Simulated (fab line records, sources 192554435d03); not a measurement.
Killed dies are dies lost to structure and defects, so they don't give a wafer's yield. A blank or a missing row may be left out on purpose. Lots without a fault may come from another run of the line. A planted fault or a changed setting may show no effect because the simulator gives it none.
Split-lot experiment | flow n5_finfet | 7 lots, 21 wafers read, on a route of 1938 steps

THE SPLIT
At N5_BEOL_M4_EXPOSE_08 (exposes mask M4), the setting dose_mj was moved away from the recipe's 41.25 on 9 of the 21 wafers read, by -7.2% to +7.0%. The other wafers ran this setting at the recipe's value.

FROM THE SPLIT TO THE READING: what the file shows between them, 11 steps
- N5_BEOL_M4_PEB_09: peb time 60 s
- N5_BEOL_M4_DEVELOP_10: develop time 30 s
- N5_BEOL_M4_CD_MEAS_11: target cd 16.79 nm
- N5_BEOL_M4_DESCUM_16: chemistry O2, time 7 s
- N5_BEOL_M4_ETCH_74: etches underlayer in N2/H2, target depth 6.5 nm, time 5.2 s
- N5_BEOL_M4_ETCH_63: etches SiARC in CF4, target depth 15.6 nm, time 26 s
- N5_BEOL_M4_ETCH_64: etches SOC in N2/H2, target depth 75 nm, overetch 22.5 nm, time 121.9 s
- N5_BEOL_M4_STRIP_75: strips in N2/H2
- N5_BEOL_M4_STRIP_66: strips in CF4
- N5_BEOL_M4_HM_OPEN_17: chemistry Cl2/BCl3, target TiN, target depth 20 nm, overetch 6 nm
- N5_BEOL_M4_STRIP_19: strips in O2

THE READING
cd_nm, in nm, at N5_BEOL_M4_CD_MEAS_18 (pitch 36 nm, target cd 18 nm). Fault-free wafers of this fab line usually give 18.1 nm, standard deviation 0.36 nm.

wafer  | tool, chamber at the split | dose_mj as run | against the recipe | cd_nm, nm | against lot-mates on the recipe
L074.3 | euv_scanner-01, 0          | 41.25          | recipe             | 18.5      | -
L074.4 | euv_scanner-01, 0          | 40.39          | -2.1%              | 17.5      | -1.0
L074.6 | euv_scanner-01, 0          | 40.39          | -2.1%              | 17.9      | -0.6
L075.1 | euv_scanner-02, 0          | 41.25          | recipe             | 17.7      | -
L075.3 | euv_scanner-02, 0          | 41.25          | recipe             | 17.1      | -
L075.4 | euv_scanner-02, 0          | 41.25          | recipe             | 18.0      | -
L079.1 | euv_scanner-01, 0          | 44.13          | +7.0%              | 18.9      | +0.8
L079.3 | euv_scanner-01, 0          | 41.25          | recipe             | 18.1      | -
L079.6 | euv_scanner-01, 0          | 44.13          | +7.0%              | 19.3      | +1.2
L083.2 | euv_scanner-01, 0          | 38.29          | -7.2%              | 16.3      | -1.5
L083.4 | euv_scanner-01, 0          | 41.25          | recipe             | 17.8      | -
L083.6 | euv_scanner-01, 0          | 38.29          | -7.2%              | 16.4      | -1.4
L087.1 | euv_scanner-01, 0          | 39.72          | -3.7%              | 17.6      | -0.4
L087.4 | euv_scanner-01, 0          | 41.25          | recipe             | 17.7      | -
L087.6 | euv_scanner-01, 0          | 41.25          | recipe             | 18.4      | -
L090.3 | euv_scanner-01, 0          | 43.86          | +6.3%              | 19.6      | +1.7
L090.4 | euv_scanner-01, 0          | 41.25          | recipe             | 17.9      | -
L090.5 | euv_scanner-01, 0          | 43.86          | +6.3%              | 19.2      | +1.3
L091.2 | euv_scanner-01, 0          | 41.25          | recipe             | 18.4      | -
L091.5 | euv_scanner-01, 0          | 41.25          | recipe             | 18.4      | -
L091.6 | euv_scanner-01, 0          | 41.25          | recipe             | 17.9      | -

THE FIT
A straight line over all 21 wafers: cd_nm changes by +0.197 nm for each +1% of dose_mj; r = +0.91; the points scatter about the line by 0.36 nm.
The same after taking each lot's own level away (the mean of its wafers on the recipe; 21 wafers): +0.194 nm for each +1%; r = +0.93; scatter 0.31 nm.
On that fit, the largest move of dose_mj shifts the reading by 1.4 nm.
The lots' own levels span 17.60 to 18.50 nm, that is 2.5 times the standard deviation above.
So the lot-to-lot level changes the slope little: the two slopes agree.
Check: with one of the wafers moved furthest among these (-7.2%) left out of the fit, the line predicts -1.41 nm for it against its lot-mates. It came out at -1.5 nm against them.

OTHER SPLITS ON THESE WAFERS
These wafers also went through other splits before the reading. Each is held against what the fit with the lots' levels taken away leaves over:
other split on the same wafers    | wafers away from the commonest value | r with cd_nm (lot level and that fit taken away)
N5_BEOL_M3_DESCUM_33 time_s       | 8                                    | +0.03
N5_BEOL_M4_HM_DEP_02 target_thk_a | 5                                    | -0.26

THE WHOLE CHAIN: every reading that the file lists as answering this split, in the file's order
step                  | what it does                                                      | reading                                                               | change (the file's fit)               | r (the file's)
N5_BEOL_M4_CD_MEAS_11 | target cd 16.79 nm                                                | cd_nm                                                                 | +0.19 nm for each +1% of the setting  | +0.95
N5_BEOL_M4_ETCH_74    | etches underlayer in N2/H2, target depth 6.5 nm, time 5.2 s       | BEOL_M4.cd_offset_nm (the simulator's own value, which no gauge read) | +0.193 nm for each +1% of the setting | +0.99
N5_BEOL_M4_HM_OPEN_17 | chemistry Cl2/BCl3, target TiN, target depth 20 nm, overetch 6 nm | BEOL_M4.cd_offset_nm (the simulator's own value, which no gauge read) | +0.196 nm for each +1% of the setting | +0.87
N5_BEOL_M4_CD_MEAS_18 | pitch 36 nm, target cd 18 nm                                      | cd_nm                                                                 | +0.192 nm for each +1% of the setting | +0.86

THE FILE'S OWN FIT
cd_nm changes by +0.192 nm for each +1% of dose_mj, r = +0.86.
